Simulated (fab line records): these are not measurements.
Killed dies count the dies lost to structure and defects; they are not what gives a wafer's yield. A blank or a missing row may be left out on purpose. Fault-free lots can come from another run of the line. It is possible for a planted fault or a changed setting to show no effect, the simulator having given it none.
Code-filled problem report in 8D (eight disciplines) form / flow n5Finfet / the parts of the form that need people (team, actions taken, sign-off) are left out

== 1. PROBLEM STATEMENT ==
A mean of 19.3 s is read at N5_BEOL_M8_ETCH_65 for etchRfOnTimeS, taken on 1 wafer of 1 lot, against 25.7 s (standard deviation 0.82) on wafers free of any fault. Measured from the usual mean, that is -7.8 standard deviations.
The step: etches SiARC in CF4, target depth 15.6 nm, time 26 s.
First seen on wafer L501.1, day 12 20:25, on rieDiel-01. The record holds 15 wafers of 5 lots with a number at this step. The rule behind "out" and "out of limits": a value lying over 4 standard deviations away from the usual mean. The other wafers with a number count as sound.

== 2. WHAT THIS IS AND IS NOT ==
question=which readings at this step | is=etchRfOnTimeS | is not=drypumpMotorCurrentA, oesProductAu, rfVppV, showerheadPlenumPTorr, throttleValvePct
question=which lots | is=L501 | is not=L492, L493, L510, L514
question=which wafers of those lots | is=L501.1 | is not=L501.3, L501.4
question=read on which tools | is=rieDiel-01 | is not=rieDiel-04, rieDiel-05
question=when | is=from day 12 20:25 | is not=up to then (8 sound wafers); but 6 sound wafers of L510, L514 came after

== 3. SUSPECTS, AND WHAT RULES EACH OUT ==
Counting: a tool at a process step up to the reading stays a suspect if it ran every lot that is out. Sound lots after the first of them don't rule it out here, since some wafers of a struck lot are sound.
- rieDiel-01 at N5_BEOL_M8_DESCUM_33 (chemistry O2, time 7 s): kept. The lot that is out, L501, ran on it at day 12 20:21; the last sound lot it ran before that was L493, at day 11 15:43.
- rieDiel-01 at N5_BEOL_M8_ETCH_72 (etches underlayer in N2/H2, target depth 6.5 nm, time 5.2 s): kept. The lot that is out, L501, ran on it at day 12 20:23; the last sound lot it ran before that was L493, at day 11 15:46.
- rieDiel-01 at N5_BEOL_M8_ETCH_65 (etches SiARC in CF4, target depth 15.6 nm, time 26 s): kept. The lot that is out, L501, ran on it at day 12 20:25; the last sound lot it ran before that was L493, at day 11 15:47. On those wafers its own readings are out: etchRfOnTimeS.
- rieDiel-01, N5_BEOL_M8_DESCUM_33: wafers that are out in chamber 2, sound lot-mates in chambers 1, 3.
- rieDiel-01, N5_BEOL_M8_ETCH_72: wafers that are out in chamber 2, sound lot-mates in chambers 1, 3.
- rieDiel-01, N5_BEOL_M8_ETCH_65: wafers that are out in chamber 2, sound lot-mates in chambers 1, 3.
rieDiel-01 at N5_BEOL_M8_DESCUM_33, rieDiel-01 at N5_BEOL_M8_ETCH_72 and rieDiel-01 at N5_BEOL_M8_ETCH_65 are what is left after counting.

== 4. THE CAUSE (what the simulator had put in) ==
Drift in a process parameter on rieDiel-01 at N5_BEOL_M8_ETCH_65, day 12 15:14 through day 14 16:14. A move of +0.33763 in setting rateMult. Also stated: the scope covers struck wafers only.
Of the 3 suspects that counting leaves, this tool is one.

== 5. THE EFFECT CHAIN, in route order ==
Each row: a reading where the mean over the struck wafers with a number is more than 3 standard deviations away from the usual. Readings are gone through only where the record gives a usual standard deviation; hours: the median, over the lots, of the time from a lot's start at the first step in this table giving one to that lot's start at this step; sigmas: the change measured in usual standard deviations.
hours=0; step=N5_BEOL_M8_ETCH_65; reading=etchRfOnTimeS; usual=25.7 s; on struck wafers=19.3; change=-6.4; sigmas=-7.8
Here are the process steps it includes:
- N5_BEOL_M8_ETCH_65: etches SiARC in CF4, target depth 15.6 nm, time 26 s.

== 6. HOW IT WOULD HAVE BEEN CAUGHT EARLIER ==
In this record the first reading out of limits was taken at day 12 20:25, 5 hours after the fault began at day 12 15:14.
